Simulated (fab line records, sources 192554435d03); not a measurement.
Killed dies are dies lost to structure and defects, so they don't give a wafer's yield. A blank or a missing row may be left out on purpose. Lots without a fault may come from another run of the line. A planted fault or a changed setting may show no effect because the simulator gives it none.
Split-lot experiment | flow n5_finfet | 7 lots, 21 wafers read, on a route of 1938 steps

THE SPLIT
At N5_BEOL_M7_ETCH_41 (etches SiCN in CH3F/O2, target depth 31.9 nm, time 57.8 s), the setting source_w was moved away from the recipe's 395 W on 6 of the 21 wafers read, by -8.7% to +5.6%. The other wafers ran this setting at the recipe's value.

The reading is taken at the split's own step.

THE READING
rf_vpp_V, in V, at N5_BEOL_M7_ETCH_41 (etches SiCN in CH3F/O2, target depth 31.9 nm, time 57.8 s). Fault-free wafers of this fab line usually give 297.4 V, standard deviation 1.8 V.

wafer  | tool, chamber at the split | source_w as run, W | against the recipe | rf_vpp_V, V | against lot-mates on the recipe
L074.4 | rie_diel-06, 0             | 395                | recipe             | 293.8       | -
L074.5 | rie_diel-06, 1             | 395                | recipe             | 297.1       | -
L074.6 | rie_diel-06, 2             | 395                | recipe             | 297.5       | -
L081.1 | rie_diel-02, 1             | 363.8              | -7.9%              | 308.9       | +9.7
L081.5 | rie_diel-02, 0             | 363.8              | -7.9%              | 307.7       | +8.5
L081.6 | rie_diel-02, 1             | 395                | recipe             | 299.2       | -
L084.2 | rie_diel-06, 3             | 395                | recipe             | 294.1       | -
L084.4 | rie_diel-06, 2             | 395                | recipe             | 297.1       | -
L084.6 | rie_diel-06, 2             | 395                | recipe             | 298.8       | -
L086.2 | rie_diel-05, 1             | 395                | recipe             | 299.3       | -
L086.3 | rie_diel-05, 0             | 395                | recipe             | 295.0       | -
L086.4 | rie_diel-05, 1             | 395                | recipe             | 297.3       | -
L088.2 | rie_diel-02, 2             | 395                | recipe             | 294.9       | -
L088.4 | rie_diel-02, 3             | 366.2              | -7.3%              | 306.0       | +11.1
L088.6 | rie_diel-02, 1             | 366.2              | -7.3%              | 307.1       | +12.2
L093.1 | rie_diel-02, 0             | 395                | recipe             | 297.5       | -
L093.2 | rie_diel-02, 1             | 417                | +5.6%              | 293.0       | -5.1
L093.3 | rie_diel-02, 3             | 395                | recipe             | 298.7       | -
L094.2 | rie_diel-06, 1             | 360.6              | -8.7%              | 306.1       | +10.2
L094.3 | rie_diel-06, 0             | 395                | recipe             | 293.8       | -
L094.4 | rie_diel-06, 2             | 395                | recipe             | 297.9       | -

THE FIT
A straight line over all 21 wafers: rf_vpp_V changes by -1.23 V for each +1% of source_w; r = -0.92; the points scatter about the line by 2 V.
The same after taking each lot's own level away (the mean of its wafers on the recipe; 21 wafers): -1.25 V for each +1%; r = -0.94; scatter 1.7 V.
On that fit, the largest move of source_w shifts the reading by 11 V.
The lots' own levels span 294.90 to 299.20 V, that is 2.4 times the standard deviation above.
So the lot-to-lot level changes the slope little: the two slopes agree.
Check: with one of the wafers moved furthest among these (-8.7%) left out of the fit, the line predicts +11.4 V for it against its lot-mates. It came out at +10.2 V against them.
Tool readings at the split's step, against how far the setting was moved: rf_vpp_V r = -0.92.

OTHER SPLITS ON THESE WAFERS
These wafers also went through other splits before the reading. Each is held against what the fit with the lots' levels taken away leaves over:
other split on the same wafers  | wafers away from the commonest value | r with rf_vpp_V (lot level and that fit taken away)
N5_BEOL_M7_PECVD_70 temp_c      | 5                                    | +0.09
N5_BEOL_M7_COAT_05 spin_rpm     | 3                                    | -0.21
N5_BEOL_M7_VIA_ETCH_34 source_w | 7                                    | -0.32

THE FILE'S OWN FIT
rf_vpp_V changes by -1.24 V for each +1% of source_w, r = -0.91.
